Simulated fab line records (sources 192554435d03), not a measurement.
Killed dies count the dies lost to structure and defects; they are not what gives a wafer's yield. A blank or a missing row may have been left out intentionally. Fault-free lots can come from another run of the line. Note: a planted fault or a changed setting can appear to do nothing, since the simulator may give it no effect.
Chamber matching    flow n5Finfet    N5_BEOL_M0_SAQP_ETCH_107 on rieDiel-04 has 4 sister chambers
The step etches SiNx in CH3F/O2, target depth 30 nm. 18 wafers are shown with their chamber, then 9 later ones without.

WAFERS, EACH WITH ITS CHAMBER
wafer   chamber  showerheadPlenumPTorr (Torr)  drypumpMotorCurrentA (A)  throttleValvePct (%)
L076.1  2        2.07                          6.1                       16.72
L076.3  0        1.97                          5.6                       16.82
L076.6  3        2.09                          5.3                       16.38
L079.3  2        2.07                          6.1                       16.76
L079.4  3        2.09                          5.3                       16.38
L079.6  1        2.00                          6.5                       15.98
L082.2  0        1.97                          5.6                       16.84
L082.4  1        1.99                          6.5                       15.98
L082.6  0        1.97                          5.6                       16.85
L084.1  1        1.99                          6.5                       15.98
L084.3  2        2.07                          6.1                       16.77
L084.4  3        2.09                          5.3                       16.40
L083.2  0        1.97                          5.5                       16.85
L083.4  3        2.09                          5.3                       16.40
L083.5  2        2.07                          6.1                       16.76
L085.3  3        2.09                          5.3                       16.40
L085.5  1        1.99                          6.5                       16.00
L085.6  2        2.07                          6.1                       16.76

SIGNATURES, as means of the wafers listed above
reading                chamber 0  chamber 1  chamber 2  chamber 3  scatter within a chamber
showerheadPlenumPTorr  1.9700     1.9925     2.0700     2.0900     0.00231
drypumpMotorCurrentA   5.575      6.500      6.100      5.300      0.0231
throttleValvePct       16.8400    15.9850    16.7540    16.3920    0.0144
Rule: a wafer's distance from a chamber is the root of the sum, over the readings, of the square of ((its reading less the chamber's mean) divided by the reading's scatter). The wafer belongs to the nearest chamber; if the next one is less than 2 further off, it can't be placed. The scatter: take each reading less its chamber's mean, square it, sum over the shown wafers, divide by the number of wafers less the number of chambers, and take the root.

WAFERS MISSING THEIR CHAMBER
wafer   showerheadPlenumPTorr (Torr)  drypumpMotorCurrentA (A)  throttleValvePct (%)
L086.1  2.08                          5.3                       16.40
L086.2  1.99                          6.5                       15.98
L086.5  2.06                          6.1                       16.77
L087.2  2.08                          5.3                       16.39
L087.4  2.06                          6.1                       16.79
L087.6  1.99                          6.5                       16.01
L092.2  1.96                          5.6                       16.37
L092.5  2.08                          5.3                       16.43
L092.6  1.96                          5.6                       16.35

WHICH CHAMBER EACH WENT THROUGH
wafer   from the rows above  in truth
L086.1  3                    3
L086.2  1                    1
L086.5  2                    2
L087.2  3                    3
L087.4  2                    2
L087.6  1                    1
L092.2  0                    0
L092.5  3                    3
L092.6  0                    0
Correctly placed: 9 of 9. Number that these rows cannot place: 0. Placed wrongly: 0.
